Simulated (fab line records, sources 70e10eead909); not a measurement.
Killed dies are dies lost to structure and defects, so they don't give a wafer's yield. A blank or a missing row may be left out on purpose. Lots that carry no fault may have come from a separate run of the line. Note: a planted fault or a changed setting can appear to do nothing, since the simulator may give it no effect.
What tool caused it? :: flow nandHarc :: Sampling: 6 lots, 18 wafers, 4 of 1159 route steps

WHAT THE GAUGES READ, wafer by wafer
NHARC_END_SORT_01.
lot: L511
measured: day 21 16:53
on: prober-01
killedAtOther: 0 1 0

lot: L513
measured: day 21 05:53
on: prober-02
killedAtOther: 1 0 1

lot: L517
measured: day 23 07:20
on: prober-02
killedAtOther: 2 5 1

lot: L520
measured: day 23 19:14
on: prober-01
killedAtOther: 1 4 4

lot: L525
measured: day 24 10:02
on: prober-01
killedAtOther: 0 0 2

WHAT TOOL EACH LOT RAN ON (gives the tool, then ch and the chambers of the sampled wafers, and finally the start)
lot: L507
NHARC_P_ZERO_WELL_ETCH_63: rieSi-03 ch 0,1, day 1 19:47
NHARC_P_ZERO_WELL_PEB_22: lithoTrack-03 ch 0, day 1 20:29
NHARC_P_STI_ETCH_15: rieSi-04 ch 0,1,2, day 2 20:27

lot: L511
NHARC_P_ZERO_WELL_ETCH_63: rieSi-06 ch 0,2,3, day 2 19:36
NHARC_P_ZERO_WELL_PEB_22: lithoTrack-02 ch 0, day 2 20:19
NHARC_P_STI_ETCH_15: rieSi-04 ch 0,1,3, day 3 18:38

lot: L513
NHARC_P_ZERO_WELL_ETCH_63: rieSi-03 ch 0,1,3, day 3 07:34
NHARC_P_ZERO_WELL_PEB_22: lithoTrack-05 ch 0, day 3 08:23
NHARC_P_STI_ETCH_15: rieSi-05 ch 2,3, day 4 05:26

lot: L517
NHARC_P_ZERO_WELL_ETCH_63: rieSi-01 ch 0,3, day 4 07:40
NHARC_P_ZERO_WELL_PEB_22: lithoTrack-02 ch 0, day 4 08:22
NHARC_P_STI_ETCH_15: rieSi-02 ch 1,2,3, day 5 08:03

lot: L520
NHARC_P_ZERO_WELL_ETCH_63: rieSi-03 ch 0,2,3, day 5 01:39
NHARC_P_ZERO_WELL_PEB_22: lithoTrack-02 ch 0, day 5 02:32
NHARC_P_STI_ETCH_15: rieSi-05 ch 0,2,3, day 6 01:23

lot: L525
NHARC_P_ZERO_WELL_ETCH_63: rieSi-06 ch 0,1,3, day 6 07:41
NHARC_P_ZERO_WELL_PEB_22: lithoTrack-03 ch 0, day 6 08:31
NHARC_P_STI_ETCH_15: rieSi-02 ch 0,3, day 7 08:25
- NHARC_P_ZERO_WELL_ETCH_63: etches the open film in HBr/Cl2, target depth 120 nm, time 40.1 s.
- NHARC_P_ZERO_WELL_PEB_22: peb time 85 s.
- NHARC_P_STI_ETCH_15: etches the open film in HBr/Cl2, target depth 300 nm, time 100.1 s.

THE ANSWER, worked out from the rows above alone
Rule: what is usual is taken from the lots themselves. Put in order of their means at a reading, lots are off if they are a third of the lots or fewer, leave a main group of 4 or more, and stand apart from it by a gap of 3 or more times the standard deviation of the main group's means; of several such gaps the widest counts. A main group is skipped when, at the precision printed for the reading in the tables above, its means are all equal. Also off: a lot with no number at a reading for which 4 or more lots have one. The other lots that the step has rows for count as sound.
No lot is off on any of the readings shown, so nothing can be concluded from this.

WHAT WAS PUT IN BY THE SIMULATOR
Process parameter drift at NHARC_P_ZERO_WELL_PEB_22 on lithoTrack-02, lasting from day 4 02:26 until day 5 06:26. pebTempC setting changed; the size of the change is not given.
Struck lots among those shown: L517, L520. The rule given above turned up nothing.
